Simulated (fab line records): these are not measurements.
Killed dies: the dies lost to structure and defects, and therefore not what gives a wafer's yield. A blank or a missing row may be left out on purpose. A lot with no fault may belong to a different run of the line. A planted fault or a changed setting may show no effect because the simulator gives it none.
Chamber matching -- flow n5_finfet -- N5_BEOL_M6_ILD_DEP_00 on pecvd-04 has 3 sister chambers
The step deposits SiCOH lowk from DEMS/porogen, target thk 179.75 nm, time 33.4 s. 3 wafers are shown with their chamber, then 8 later ones without.

== EACH WAFER AND ITS CHAMBER ==
wafer,chamber,heater_power_w (W)
L079.5,2,415
L082.1,0,243
L086.3,1,369

== WAFERS MISSING THEIR CHAMBER ==
wafer,heater_power_w (W)
L086.4,374
L086.5,264
L089.1,366
L089.2,268
L089.4,275
L094.1,399
L094.2,264
L094.3,373

== CHAMBER TAKEN BY EACH ==
wafer,from the rows above,in truth
L086.4,can't be placed: 1 or 2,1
L086.5,0,0
L089.1,1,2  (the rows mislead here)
L089.2,0,0
L089.4,0,0
L094.1,can't be placed: 2 or 1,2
L094.2,0,0
L094.3,1,1
Correctly placed: 5 of 8. These rows do not allow placing 2 (true chamber among the candidates in 2). Placed wrongly: 1.
How it was worked out, from the rows above alone: a wafer's distance from a chamber is the root of the sum, over the readings, of the square of ((its reading less the chamber's mean) divided by the reading's scatter). If the next closest chamber is less than 2 further off than the closest, the wafer can't be placed; otherwise it belongs to the closest. The mean given for a chamber averages the wafers shown for that chamber. The scatter: with one shown wafer a chamber, the root of the mean of the squares of how far each hidden wafer lies from its nearest shown one.
